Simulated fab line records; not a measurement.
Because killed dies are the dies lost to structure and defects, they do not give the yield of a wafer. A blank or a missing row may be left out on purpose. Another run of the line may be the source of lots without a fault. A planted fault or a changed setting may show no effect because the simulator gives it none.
Matching of chambers / flow n5 finfet / N5_BEOL_M8_DEP_56 on pecvd-04: 3 sister chambers
The step deposits SiCN from 3MS/NH3, target thk 10 nm, time 17.5 s. 18 wafers are shown with their chamber, then 9 later ones without.

== WAFERS, EACH WITH ITS CHAMBER ==
wafer=L075.2; chamber=0; throttle valve pct (%)=9.4; showerhead plenum p Torr (Torr)=3.671; chamber pressure Torr (Torr)=3.006
wafer=L075.5; chamber=2; throttle valve pct (%)=8.1; showerhead plenum p Torr (Torr)=3.655; chamber pressure Torr (Torr)=2.996
wafer=L075.6; chamber=0; throttle valve pct (%)=9.3; showerhead plenum p Torr (Torr)=3.679; chamber pressure Torr (Torr)=3.002
wafer=L078.1; chamber=1; throttle valve pct (%)=9.2; showerhead plenum p Torr (Torr)=3.656; chamber pressure Torr (Torr)=2.994
wafer=L078.3; chamber=2; throttle valve pct (%)=8.3; showerhead plenum p Torr (Torr)=3.658; chamber pressure Torr (Torr)=2.991
wafer=L078.5; chamber=1; throttle valve pct (%)=8.6; showerhead plenum p Torr (Torr)=3.671; chamber pressure Torr (Torr)=2.997
wafer=L081.1; chamber=0; throttle valve pct (%)=9.3; showerhead plenum p Torr (Torr)=3.666; chamber pressure Torr (Torr)=3.008
wafer=L081.3; chamber=2; throttle valve pct (%)=8.0; showerhead plenum p Torr (Torr)=3.658; chamber pressure Torr (Torr)=3.005
wafer=L081.5; chamber=0; throttle valve pct (%)=9.2; showerhead plenum p Torr (Torr)=3.670; chamber pressure Torr (Torr)=2.987
wafer=L084.3; chamber=0; throttle valve pct (%)=9.4; showerhead plenum p Torr (Torr)=3.675; chamber pressure Torr (Torr)=3.006
wafer=L084.4; chamber=2; throttle valve pct (%)=8.3; showerhead plenum p Torr (Torr)=3.659; chamber pressure Torr (Torr)=2.994
wafer=L084.5; chamber=0; throttle valve pct (%)=9.0; showerhead plenum p Torr (Torr)=3.670; chamber pressure Torr (Torr)=2.999
wafer=L086.1; chamber=2; throttle valve pct (%)=8.1; showerhead plenum p Torr (Torr)=3.660; chamber pressure Torr (Torr)=3.001
wafer=L086.2; chamber=1; throttle valve pct (%)=8.7; showerhead plenum p Torr (Torr)=3.669; chamber pressure Torr (Torr)=2.993
wafer=L086.5; chamber=1; throttle valve pct (%)=8.9; showerhead plenum p Torr (Torr)=3.669; chamber pressure Torr (Torr)=2.989
wafer=L088.2; chamber=1; throttle valve pct (%)=8.8; showerhead plenum p Torr (Torr)=3.663; chamber pressure Torr (Torr)=2.998
wafer=L088.3; chamber=2; throttle valve pct (%)=8.2; showerhead plenum p Torr (Torr)=3.666; chamber pressure Torr (Torr)=3.009
wafer=L088.5; chamber=1; throttle valve pct (%)=8.9; showerhead plenum p Torr (Torr)=3.668; chamber pressure Torr (Torr)=2.994

SIGNATURES (averages over the wafers above)
reading=throttle valve pct; chamber 0=9.267; chamber 1=8.850; chamber 2=8.167; scatter within a chamber=0.164
reading=showerhead plenum p Torr; chamber 0=3.67183; chamber 1=3.66600; chamber 2=3.65933; scatter within a chamber=0.00466
reading=chamber pressure Torr; chamber 0=3.00133; chamber 1=2.99417; chamber 2=2.99933; scatter within a chamber=0.00626
Rule: for each reading, subtract the chamber's mean from the wafer's reading, divide by that reading's scatter and square the result; add these up over the readings and take the root, which gives the wafer's distance from the chamber. If the next closest chamber is less than 2 further off than the closest, the wafer can't be placed; otherwise it belongs to the closest. The scatter is the square root of a quotient: the sum, over the shown wafers, of each reading's squared deviation from its chamber's mean, divided by wafers minus chambers.

== WAFERS WITHOUT THEIR CHAMBER ==
wafer=L090.3; throttle valve pct (%)=8.7; showerhead plenum p Torr (Torr)=3.673; chamber pressure Torr (Torr)=3.001
wafer=L090.4; throttle valve pct (%)=8.2; showerhead plenum p Torr (Torr)=3.665; chamber pressure Torr (Torr)=3.001
wafer=L090.6; throttle valve pct (%)=8.2; showerhead plenum p Torr (Torr)=3.661; chamber pressure Torr (Torr)=2.995
wafer=L092.2; throttle valve pct (%)=9.0; showerhead plenum p Torr (Torr)=3.658; chamber pressure Torr (Torr)=3.001
wafer=L092.4; throttle valve pct (%)=8.5; showerhead plenum p Torr (Torr)=3.661; chamber pressure Torr (Torr)=3.006
wafer=L092.6; throttle valve pct (%)=9.2; showerhead plenum p Torr (Torr)=3.663; chamber pressure Torr (Torr)=3.006
wafer=L095.1; throttle valve pct (%)=8.4; showerhead plenum p Torr (Torr)=3.661; chamber pressure Torr (Torr)=2.997
wafer=L095.3; throttle valve pct (%)=9.1; showerhead plenum p Torr (Torr)=3.661; chamber pressure Torr (Torr)=2.991
wafer=L095.4; throttle valve pct (%)=8.3; showerhead plenum p Torr (Torr)=3.663; chamber pressure Torr (Torr)=2.992

== EACH ONE'S CHAMBER ==
wafer=L090.3; from the rows above=can't be placed: 1 or 0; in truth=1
wafer=L090.4; from the rows above=2; in truth=2
wafer=L090.6; from the rows above=2; in truth=2
wafer=L092.2; from the rows above=can't be placed: 1 or 0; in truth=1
wafer=L092.4; from the rows above=can't be placed: 2 or 1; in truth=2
wafer=L092.6; from the rows above=can't be placed: 0 or 1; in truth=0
wafer=L095.1; from the rows above=can't be placed: 2 or 1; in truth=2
wafer=L095.3; from the rows above=can't be placed: 1 or 0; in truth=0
wafer=L095.4; from the rows above=can't be placed: 2 or 1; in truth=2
Correct placement for 2 of the 9. These rows do not allow placing 7 (true chamber among the candidates in 7). Wrongly placed: 0.
